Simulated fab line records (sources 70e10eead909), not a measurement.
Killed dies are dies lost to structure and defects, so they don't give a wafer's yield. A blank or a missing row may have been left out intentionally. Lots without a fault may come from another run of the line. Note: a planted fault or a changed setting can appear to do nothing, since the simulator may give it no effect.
Which tool is to blame?	flow nand harc	Sampling: 24 lots, 72 wafers, 2 of 1159 route steps

== WHAT THE GAUGES READ, wafer by wafer ==
NHARC_P_M0_CD_MEAS_16.
lot	measured	on	cd nm (nm)
L075	day 6 04:57	cd sem-01	91.5 89.5 90.5
L074	day 6 05:36	cd sem-01	90.3 87.3 89.4
L077	day 6 08:44	cd sem-01	90.2 91.2 89.2
L076	day 6 13:38	cd sem-03	88.7 88.6 88.8
L078	day 6 19:36	cd sem-01	91.3 91.5 90.2
L079	day 6 20:10	cd sem-03	88.8 90.9 89.4
L082	day 7 17:54	cd sem-02	87.1 88.2 88.5
L081	day 7 18:23	cd sem-03	91.8 90.7 90.3
L080	day 7 18:56	cd sem-03	90.3 91.1 89.0
L083	day 8 02:59	cd sem-02	89.3 89.6 87.6
L084	day 8 11:37	cd sem-03	90.0 88.8 89.2
L086	day 8 23:14	cd sem-01	90.7 88.7 88.5
L085	day 8 23:49	cd sem-01	88.4 89.4 91.6
L089	day 9 02:02	cd sem-03	89.3 89.4 90.0
L087	day 9 04:46	cd sem-02	89.5 89.1 88.3
L088	day 9 10:41	cd sem-03	88.6 90.1 90.4
L090	day 10 02:25	cd sem-01	89.2 89.7 91.1
L091	day 10 02:50	cd sem-01	90.4 89.2 90.0
L092	day 10 08:21	cd sem-02	88.0 89.2 88.5
L093	day 10 13:28	cd sem-01	90.6 90.8 90.4
L094	day 10 15:22	cd sem-03	89.6 89.4 90.1
L095	day 11 00:26	cd sem-03	89.6 91.1 91.4
L096	day 11 05:21	cd sem-01	88.0 89.2 89.8
L097	day 11 13:41	cd sem-01	89.5 89.3 87.7

== WHICH TOOL RAN EACH LOT (tool, then ch and the chambers of the sampled wafers, then the start) ==
lot	NHARC_P_M0_ETCH_34
L075	rie diel-09 ch 0,1,2, day 6 04:44
L074	rie diel-07 ch 1,2,3, day 6 05:23
L077	rie diel-07 ch 2,3, day 6 08:31
L076	rie diel-04 ch 0,1,3, day 6 13:25
L078	rie diel-04 ch 0,1,3, day 6 19:20
L079	rie diel-09 ch 1,3, day 6 19:58
L082	rie diel-07 ch 0,1,2, day 7 17:42
L081	rie diel-04 ch 0,1,3, day 7 18:10
L080	rie diel-04 ch 0,1,3, day 7 18:43
L083	rie diel-07 ch 0,2,3, day 8 02:47
L084	rie diel-09 ch 0,1,3, day 8 11:25
L086	rie diel-04 ch 0,2,3, day 8 23:02
L085	rie diel-09 ch 0,1,2, day 8 23:34
L089	rie diel-04 ch 0,1,2, day 9 01:50
L087	rie diel-09 ch 1,2,3, day 9 04:33
L088	rie diel-09 ch 1,3, day 9 10:26
L090	rie diel-04 ch 0,1,2, day 10 02:13
L091	rie diel-07 ch 1,2,3, day 10 02:37
L092	rie diel-07 ch 0,1, day 10 08:08
L093	rie diel-04 ch 1,2,3, day 10 13:14
L094	rie diel-09 ch 1,2,3, day 10 15:08
L095	rie diel-04 ch 0,1,3, day 11 00:14
L096	rie diel-04 ch 0,1, day 11 05:08
L097	rie diel-09 ch 0,1,2, day 11 13:29
- NHARC_P_M0_ETCH_34: etches the open film in N2/H2, target depth 40 nm, overetch 12 nm, time 43.94 s.

== AS READ BY THE TOOLS THEMSELVES (means over the sampled wafers that have a number; for cases with no such wafer, the mark the record gives instead) ==
NHARC_P_M0_ETCH_34.
lot	tool	bias w (W)	drypump motor current A (A)	oes product au (a.u.)	rf vpp V (V)	showerhead plenum p Torr (Torr)	throttle valve pct (%)
L075	rie diel-09	149.4	5.2	1.004	427	1.96	14.173
L074	rie diel-07	150.0	5.8	1.010	430	2.03	14.165
L077	rie diel-07	150.2	5.7	1.002	433	2.09	14.172
L076	rie diel-04	149.8	5.7	1.000	430	2.02	14.173
L078	rie diel-04	149.9	5.6	1.005	430	2.02	14.177
L079	rie diel-09	149.7	5.2	0.985	433	2.15	14.161
L082	rie diel-07	150.1	5.4	0.998	433	2.12	14.168
L081	rie diel-04	150.1	5.7	0.989	430	2.02	14.160
L080	rie diel-04	150.3	5.7	1.001	431	2.02	14.168
L083	rie diel-07	149.9	5.8	1.007	432	2.09	14.170
L084	rie diel-09	149.7	5.2	0.997	431	2.05	14.164
L086	rie diel-04	149.6	5.8	1.002	427	1.94	14.166
L085	rie diel-09	149.9	5.2	0.999	427	1.96	14.180
L089	rie diel-04	150.0	5.7	1.007	430	2.01	14.167
L087	rie diel-09	150.3	5.2	0.992	431	2.05	14.179
L088	rie diel-09	150.4	5.2	0.990	433	2.15	14.172
L090	rie diel-04	149.8	5.7	1.003	430	2.01	14.169
L091	rie diel-07	150.1	5.8	0.998	430	2.03	14.177
L092	rie diel-07	149.9	5.7	0.993	432	2.06	14.168
L093	rie diel-04	150.2	5.7	1.008	429	2.01	14.164
L094	rie diel-09	149.3	5.3	0.993	431	2.05	14.179
L095	rie diel-04	149.9	5.7	0.997	429	2.02	14.169
L096	rie diel-04	150.3	5.5	1.004	431	2.09	14.177
L097	rie diel-09	150.0	5.2	0.995	429	1.96	14.166

== THE ANSWER, worked out from the rows above alone ==
Rule: what is usual is taken from the lots themselves. Put in order of their means at a reading, lots are off if they are a third of the lots or fewer, leave a main group of 4 or more, and stand apart from it by a gap of 3 or more times the standard deviation of the main group's means; of several such gaps the widest counts. A main group is skipped when, at the precision printed for the reading in the tables above, its means are all equal. Also off: a lot with no number at a reading for which 4 or more lots have one. The other lots that the step has rows for count as sound. After the gauges, taken in route order, come the tools' own readings; for these a lot's mean is taken, as printed above. The first step at which some lot is off is used, and at that step the reading that is off furthest; a lot without a number counts as furthest.
No lot is off at any reading shown: from this, nothing can be told.

== WHAT THE SIMULATOR PUT IN ==
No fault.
